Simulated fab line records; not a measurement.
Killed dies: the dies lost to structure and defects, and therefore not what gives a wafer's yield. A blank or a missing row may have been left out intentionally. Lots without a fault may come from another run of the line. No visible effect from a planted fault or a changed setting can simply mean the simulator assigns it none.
Matching of chambers | flow nandHarc | NHARC_A_CONTACT_DEP_29 on pecvd-01: 3 sister chambers
The step deposits SiON, target thk 70 nm. 3 wafers are shown with their chamber, then 10 later ones without.

## WAFERS WITH THEIR CHAMBER
wafer  | chamber | showerheadVppV (V)
L089.2 | 0       | 1137
L087.2 | 2       | 1079
L087.4 | 1       | 1188

## WAFERS MISSING THEIR CHAMBER
wafer  | showerheadVppV (V)
L087.5 | 1159
L094.1 | 1085
L094.2 | 1147
L094.6 | 1145
L093.3 | 1076
L093.4 | 1189
L093.6 | 1125
L095.1 | 1191
L095.4 | 1173
L095.6 | 1086

## WHICH CHAMBER EACH ONE RAN IN
wafer  | from the rows above     | in truth
L087.5 | can't be placed: 0 or 1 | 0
L094.1 | 2                       | 2
L094.2 | 0                       | 0
L094.6 | 0                       | 0
L093.3 | 2                       | 2
L093.4 | 1                       | 1
L093.6 | 0                       | 0
L095.1 | 1                       | 1
L095.4 | can't be placed: 1 or 0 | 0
L095.6 | 2                       | 2
Placed correctly: 8 of 10. Cannot be placed on the basis of these rows: 2; the candidates contain the true chamber in 2. 0 placed wrongly.
How it was worked out, from the rows above alone: a wafer's distance from a chamber is the root of the sum, over the readings, of the square of ((its reading less the chamber's mean) divided by the reading's scatter). If the next closest chamber is less than 2 further off than the closest, the wafer can't be placed; otherwise it belongs to the closest. Each chamber's mean is taken over the wafers shown for it. The scatter: with one shown wafer a chamber, the root of the mean of the squares of how far each hidden wafer lies from its nearest shown one.
